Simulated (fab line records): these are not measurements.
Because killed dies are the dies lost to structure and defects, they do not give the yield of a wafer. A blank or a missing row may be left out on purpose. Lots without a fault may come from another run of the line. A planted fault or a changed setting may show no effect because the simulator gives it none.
Problem report in the 8D (eight disciplines) form, filled by code -- flow nand-harc -- the parts of the form that need people (team, actions taken, sign-off) are left out

## 1. THE ISSUE
A mean of 0.870 a.u. is read at NHARC_A_CONTACT_ETCH_89 for oes-product-au, taken on 1 wafer of 1 lot, against 1.000 a.u. (standard deviation 0.01) on wafers free of any fault. That puts it -13 standard deviations away from the usual mean.
The step: etches the open film in N2/H2, target depth 260 nm, time 475.3 s.
Earliest sighting: wafer L535.6 on rie-diel-08 at day 20 07:52. The record has a number at this step for 39 wafers belonging to 13 lots. The rule behind "out" and "out of limits": a value lying over 4 standard deviations away from the usual mean. The rest of the wafers with a number are treated as sound.

## 2. WHAT IT IS, AND WHAT IT ISN'T
question,is,is not
which readings at this step,oes-product-au,"drypump-motor-current-A, rf-vpp-V, showerhead-plenum-p-Torr, throttle-valve-pct"
which lots,L535,"L520, L521, L522, L523, L524, L525, L526, L528, L530, L533, L534, L542"
which wafers of those lots,L535.6,"L535.3, L535.5"
read on which tools,rie-diel-08,"rie-diel-04, rie-diel-06"
when,from day 20 07:52,up to then (35 sound wafers); but 3 sound wafers of L542 came after

## 3. THE SUSPECTS, EACH WITH WHAT RULES IT OUT
Counting: if a tool at a process step up to the reading ran every lot that is out, it stays a suspect. Sound lots after the first of them don't rule it out here, since some wafers of a struck lot are sound.
- har-cap-etch-03 at NHARC_A_CONTACT_ETCH_133 (etches the open film in C4F8/O2/Ar, time 195 s, target depth 840 nm): kept. The lot that is out, L535, ran on it at day 20 02:56; the last sound lot it ran before that was L533, at day 19 12:46.
- pecvd-04 at NHARC_A_CONTACT_DEP_85 (deposits SiON, target thk 50 nm): kept. The lot that is out, L535, ran on it at day 20 06:42; the last sound lot it ran before that was L533, at day 19 16:55.
- rie-diel-08 at NHARC_A_CONTACT_ETCH_89 (etches the open film in N2/H2, target depth 260 nm, time 475.3 s): kept. The lot that is out, L535, ran on it at day 20 07:52; the last sound lot it ran before that was L534, at day 19 17:29. Out on those wafers are its own readings of oes-product-au.
- The sound lot-mates ran in chamber 1 of har-cap-etch-03 at NHARC_A_CONTACT_ETCH_133, but the wafers that are out ran in chamber 0.
- The sound lot-mates ran in chamber 3 of rie-diel-08 at NHARC_A_CONTACT_ETCH_89, but the wafers that are out ran in chamber 0.
Still standing after the count: har-cap-etch-03 at NHARC_A_CONTACT_ETCH_133, pecvd-04 at NHARC_A_CONTACT_DEP_85, rie-diel-08 at NHARC_A_CONTACT_ETCH_89.

## 4. THE CAUSE (what the simulator had put in)
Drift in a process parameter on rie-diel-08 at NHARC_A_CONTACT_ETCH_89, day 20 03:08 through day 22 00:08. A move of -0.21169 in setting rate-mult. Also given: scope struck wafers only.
Of the 3 suspects that counting leaves, this tool is one.

## 5. SEQUENCE OF EFFECTS, ordered by route
Each row: a reading whose mean over the struck wafers that have a number lies more than 3 standard deviations from the usual. Scope: only readings with a usual standard deviation given in the record; hours: median across lots of the time from each lot's start at the first step in this table that gives one to its start at this step; sigmas: change in usual standard deviations.
hours,step,reading,usual,on struck wafers,change,sigmas
0,NHARC_A_CONTACT_ETCH_89,oes-product-au,1.000 a.u.,0.870,-0.130,-13
Here are the process steps it includes:
- NHARC_A_CONTACT_ETCH_89: etches the open film in N2/H2, target depth 260 nm, time 475.3 s.

## 6. HOW IT WOULD HAVE BEEN CAUGHT EARLIER
5 hours passed between the start of the fault at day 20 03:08 and the first reading out of limits in this record, taken at day 20 07:52.
